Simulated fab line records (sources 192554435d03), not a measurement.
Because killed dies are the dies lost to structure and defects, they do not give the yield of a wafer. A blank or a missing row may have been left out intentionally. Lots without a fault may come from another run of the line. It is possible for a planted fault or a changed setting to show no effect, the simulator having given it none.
Matching of chambers :: flow n5 finfet :: 4 sister chambers for N5_BEOL_M0_CMP_120 on cmp-01
The step polishes, stops on SiOC, t overpolish 6.9 s. 4 wafers are shown with their chamber, then 7 later ones without.

## WAFERS PAIRED WITH THEIR CHAMBERS
wafer: L076.3
chamber: 0
motor current A (A): 5.1

wafer: L081.1
chamber: 3
motor current A (A): 7.1

wafer: L085.3
chamber: 1
motor current A (A): 5.0

wafer: L085.4
chamber: 2
motor current A (A): 6.0

## WAFERS WITHOUT THEIR CHAMBER
wafer: L085.6
motor current A (A): 6.9

wafer: L089.3
motor current A (A): 5.3

wafer: L089.4
motor current A (A): 4.9

wafer: L089.6
motor current A (A): 7.1

wafer: L094.1
motor current A (A): 5.2

wafer: L094.2
motor current A (A): 6.5

wafer: L094.6
motor current A (A): 6.2

## THE CHAMBER EACH PASSED THROUGH
wafer: L085.6
from the rows above: 3
in truth: 3

wafer: L089.3
from the rows above: can't be placed: 0 or 1
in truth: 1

wafer: L089.4
from the rows above: can't be placed: 1 or 0
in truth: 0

wafer: L089.6
from the rows above: 3
in truth: 3

wafer: L094.1
from the rows above: can't be placed: 0 or 1
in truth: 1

wafer: L094.2
from the rows above: can't be placed: 2 or 3
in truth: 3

wafer: L094.6
from the rows above: 2
in truth: 2
Correct placement for 3 of the 7. These rows do not allow placing 4 (true chamber among the candidates in 4). Number placed wrongly: 0.
How it was worked out, from the rows above alone: a wafer's distance from a chamber is the root of the sum, over the readings, of the square of ((its reading less the chamber's mean) divided by the reading's scatter). The wafer belongs to the nearest chamber; if the next one is less than 2 further off, it can't be placed. A chamber's mean is the mean of its shown wafers. The scatter: with one shown wafer a chamber, the root of the mean of the squares of how far each hidden wafer lies from its nearest shown one.
